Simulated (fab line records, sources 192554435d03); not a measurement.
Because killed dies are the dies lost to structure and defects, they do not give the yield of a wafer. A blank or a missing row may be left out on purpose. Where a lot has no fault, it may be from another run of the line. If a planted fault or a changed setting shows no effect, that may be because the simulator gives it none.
Chamber matching -- flow n5_finfet -- N5_DUMMY_GATE_ETCH_44 on rie_si-05 has 4 sister chambers
The step etches poly-Si in HBr/O2, stops on SiO2, target depth 127.5 nm. 8 wafers are shown with their chamber, then 9 later ones without.

## WAFERS, EACH WITH ITS CHAMBER
wafer,chamber,drypump_motor_current_A (A),throttle_valve_pct (%)
L085.6,3,6.5,18.68
L087.1,1,4.9,18.35
L087.6,0,5.2,18.26
L090.2,0,5.2,18.25
L090.4,2,6.2,18.75
L093.1,2,6.1,18.75
L093.2,1,4.9,18.34
L093.3,3,6.5,18.55

## WAFERS MISSING THEIR CHAMBER
wafer,drypump_motor_current_A (A),throttle_valve_pct (%)
L094.4,4.9,18.33
L094.5,4.9,18.34
L094.6,6.2,18.76
L096.1,6.2,18.75
L096.2,4.9,18.32
L096.4,5.2,18.25
L097.4,4.9,18.34
L097.5,5.2,18.26
L097.6,6.5,18.58

## CHAMBER TAKEN BY EACH
wafer,from the rows above,in truth
L094.4,1,1
L094.5,1,1
L094.6,2,2
L096.1,2,2
L096.2,1,1
L096.4,0,0
L097.4,1,1
L097.5,0,0
L097.6,3,3
Correct placement for 9 of the 9. Number that these rows cannot place: 0. Placed wrongly: 0.
How it was worked out, from the rows above alone: a wafer's distance from a chamber is the root of the sum, over the readings, of the square of ((its reading less the chamber's mean) divided by the reading's scatter). If the next closest chamber is less than 2 further off than the closest, the wafer can't be placed; otherwise it belongs to the closest. Each chamber's mean is taken over the wafers shown for it. The scatter: the root of (the sum of the squares of (reading less its chamber's mean) over the shown wafers, divided by (wafers less chambers)).
